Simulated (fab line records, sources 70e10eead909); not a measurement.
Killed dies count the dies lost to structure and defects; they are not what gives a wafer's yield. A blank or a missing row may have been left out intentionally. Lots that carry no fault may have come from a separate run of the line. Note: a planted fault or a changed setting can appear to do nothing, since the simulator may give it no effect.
Struck lot and sound lot, side by side || flow nand harc || 15 steps out of a route of 1302
Sound: the wafers L173.2, L173.4, L173.6. The struck wafers were L183.3, L183.4, L183.5. The cause is named last.
Per side, at each step with rows, come the tool, then ch with its chambers, and then its first start. Under that, the readings that differ: sound wafers || struck wafers || difference of the means || sigmas: that difference in standard deviations of wafers without a fault.
alike: readings whose means differ by less than 2 such deviations, and words and numbers that are the same on both sides. not compared: withheld readings, readings that some wafer has no value for, bounds like >300 that may hide the same value, and numbers for which the record gives no deviation and whose values overlap.
A row with sigmas, a row that says differs or no value, or rows on one side alone: a step with any of these is where the two part. When numbers do not overlap yet have no deviation, they are printed without sigmas and do not part them. A reading that every wafer of one side lacks parts them only if that side has two wafers or more.

NHARC_A_CHANNEL_HOLE_D2_INSPECT_40:
  sound: defect inspect-01 at day 13 20:01; struck: defect inspect-01 at day 17 18:51
  alike: raw defect count
then, 2 steps without rows for these wafers: NHARC_A_CHANNEL_FILL_D2_PRECLEAN_00 (cleans in SC1); NHARC_A_CHANNEL_FILL_D2_SRD_01.
NHARC_A_CHANNEL_FILL_D2_ALD_02: deposits SiO2, target thk 6 nm, pulse time 10 s, ald cycles 60.
  sound on ald hk-01 ch 1,2,3, day 13 21:16; struck on ald hk-02 ch 0,3, day 17 19:07
  alike: heater power w, precursor pulse height rel
then, 1 step without rows for these wafers: NHARC_A_CHANNEL_FILL_D2_ALD_03 (deposits SiNx, target thk 6 nm, pulse time 60 s, ald cycles 58).
NHARC_A_CHANNEL_FILL_D2_ALD_14: deposits SiO2, target thk 2.5 nm, pulse time 10 s, ald cycles 25.
  sound on ald hk-01 ch 0,1,3, day 14 04:04; struck on ald hk-02 ch 1,2, day 18 01:58
  alike: heater power w, precursor pulse height rel
then, 1 step without rows for these wafers: NHARC_A_CHANNEL_FILL_D2_ALD_15 (deposits SiNx, target thk 2 nm, pulse time 60 s, ald cycles 19).
NHARC_A_CHANNEL_FILL_D2_ALD_16: deposits SiO2, target thk 1.5 nm, pulse time 10 s, ald cycles 15.
  sound on ald hk-02 ch 0,1,2, day 14 09:17; struck on ald hk-02 ch 0,2,3, day 18 07:08
  alike: heater power w, precursor pulse height rel
then, 2 steps without rows for these wafers: NHARC_A_CHANNEL_FILL_D2_ANNEAL_17 (time 1800 s); NHARC_A_CHANNEL_FILL_D2_CVD_18 (deposits poly-Si, target thk 3 nm).
NHARC_A_CHANNEL_FILL_D2_ETCHBACK_19: etches the open film in HBr/Cl2, target depth 5 nm, time 1.7 s.
  sound on rie si-06 ch 2,3, day 14 21:03; struck on rie si-03 ch 1,3, day 18 18:30
  alike: drypump motor current A, oes product au, throttle valve pct
  not compared: rf hours counter h
NHARC_A_CHANNEL_FILL_D2_ETCHBACK_20: etches the open film in C4F8/O2/Ar, target depth 27 nm, time 13.5 s.
  sound on rie diel-10 ch 0,3, day 14 21:10; struck on rie diel-04 ch 1,2, day 18 18:37
  alike: oes product au, rf vpp V
  not compared: rf hours counter h
NHARC_A_CHANNEL_FILL_D2_STRIP_28: strips in O2, time 20 s.
  sound on rie diel-10 ch 1,2,3, day 14 21:16; struck on rie diel-04 ch 0,2, day 18 18:43
  no value came back on the struck wafers for any of 7 readings (bias w (W), chamber pressure mTorr (mTorr) and others); on the sound wafers bias w (W) reads 0 0 0
  not compared: rf hours counter h
then, 1 step without rows for these wafers: NHARC_A_CHANNEL_FILL_D2_PRECLEAN_21 (cleans in dHF, time 30 s).
-- break in the record here, with 10 days between the starts of the struck wafers on either side (left off in module A_CHANNEL_FILL_D2, picked up again in module END, where the first step shown is number 1302 on the route) --
NHARC_END_SORT_01:
  at this point the record logs the struck wafers (prober-02 ch 0, day 28 23:49) and has no rows for the sound ones

== WHERE THEY PART ==
At NHARC_A_CHANNEL_FILL_D2_STRIP_28 first; at NHARC_END_SORT_01 last (within this record only).

WHY: what had been put in by the simulator
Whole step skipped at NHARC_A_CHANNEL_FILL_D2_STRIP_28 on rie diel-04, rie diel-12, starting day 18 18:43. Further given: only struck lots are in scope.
